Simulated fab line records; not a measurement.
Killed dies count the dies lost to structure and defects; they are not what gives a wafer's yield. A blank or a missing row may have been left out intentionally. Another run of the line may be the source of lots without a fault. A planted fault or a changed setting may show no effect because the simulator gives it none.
Matching of chambers | flow n5Finfet | rieDiel-02 running N5_SD_EPI_P_ETCH_37: 4 sister chambers
The step etches SOC in N2/H2, overetch 108 nm, time 486 s. 4 wafers are shown with their chamber, then 10 later ones without.

== WAFERS PAIRED WITH THEIR CHAMBERS ==
wafer  | chamber | throttleValvePct (%)
L082.6 | 3       | 23.76
L088.1 | 2       | 23.89
L089.2 | 1       | 24.32
L089.3 | 0       | 23.92

== WAFERS MISSING THEIR CHAMBER ==
wafer  | throttleValvePct (%)
L089.5 | 24.32
L092.1 | 23.92
L092.2 | 24.32
L092.5 | 24.31
L093.4 | 23.77
L093.5 | 24.32
L093.6 | 23.92
L097.1 | 23.77
L097.3 | 23.93
L097.5 | 24.32

== CHAMBER TAKEN BY EACH ==
wafer  | from the rows above | in truth
L089.5 | 1                   | 1
L092.1 | 0                   | 0
L092.2 | 1                   | 1
L092.5 | 1                   | 1
L093.4 | 3                   | 3
L093.5 | 1                   | 1
L093.6 | 0                   | 0
L097.1 | 3                   | 3
L097.3 | 0                   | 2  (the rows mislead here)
L097.5 | 1                   | 1
Correctly placed: 9 of 10. From these rows, 0 cannot be placed. 1 placed wrongly.
How it was worked out, from the rows above alone: a wafer's distance from a chamber is the root of the sum, over the readings, of the square of ((its reading less the chamber's mean) divided by the reading's scatter). If the next closest chamber is less than 2 further off than the closest, the wafer can't be placed; otherwise it belongs to the closest. Each chamber's mean is taken over the wafers shown for it. The scatter: with one shown wafer a chamber, the root of the mean of the squares of how far each hidden wafer lies from its nearest shown one.
